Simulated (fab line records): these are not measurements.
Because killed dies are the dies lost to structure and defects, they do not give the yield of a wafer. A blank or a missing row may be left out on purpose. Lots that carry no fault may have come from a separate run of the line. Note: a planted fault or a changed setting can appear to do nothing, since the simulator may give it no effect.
A single fault, viewed from 2 desks -- flow nandHarc -- only its own numbers are on each desk; what lay behind them is given at the end

## TOOL OWNER'S DESK, pecvd-02
The tool's own readings at NHARC_A_CONTACT_DEP_58 (deposits SiON, target thk 60 nm): means of the sampled wafers that have a number, for each lot that ran on this tool. A lot is out of limits, marked OUT, if its mean lies more than 4 standard deviations from the usual mean; the brackets give that distance.
Columns: A = heaterPowerW at NHARC_A_CONTACT_DEP_58, usual 713 W
lot,first seen here,A
L892,day 16 20:58,658
L893,day 17 00:01,706
L895,day 18 02:51,689
L897,day 18 14:58,759
L901,day 19 13:42,736
L903,day 20 02:52,775
This desk's finding: nothing out of limits on any of the 6 lots.

## THE DEFECT DESK
Lot by lot, what the route's inspections counted, given as the mean of those sampled wafers with a number. A lot is out of limits, marked OUT, if its mean lies more than 4 standard deviations from the usual mean; the brackets give that distance.
Columns: A = rawDefectCount at NHARC_A_CONTACT_INSPECT_71, usual 29
lot,first seen here,A
L892,day 16 21:51,23
L893,day 17 00:41,24
L894,day 17 02:25,24
L895,day 18 03:37,29
L896,day 18 07:29,10
L897,day 18 15:51,26
L901,day 19 14:32,421 (+24) OUT
L902,day 20 00:44,43
L903,day 20 03:41,410 (+24) OUT
L909,day 21 10:49,37
L914,day 22 18:04,39
This desk's finding: out of limits on L901, L903; first on L901, day 19 14:32 (rawDefectCount at NHARC_A_CONTACT_INSPECT_71). In limits: L892, L893, L894, L895, L896, L897, L902, L909, L914.

## TAKEN TOGETHER
The defect desk could have raised an alarm at day 19 14:32, on L901, L903.
The tool owner's desk saw nothing out of limits.
The tool owner's desk has L901, L903 on record, within its limits.
Every lot named ran NHARC_A_CONTACT_DEP_58 on pecvd-02.

## WHAT THE SIMULATOR HAD INSERTED
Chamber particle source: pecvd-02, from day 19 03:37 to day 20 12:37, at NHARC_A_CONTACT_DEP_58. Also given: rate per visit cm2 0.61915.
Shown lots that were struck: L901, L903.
Hours from the fault's start to each desk's first reading out of limits: the defect desk, 11.
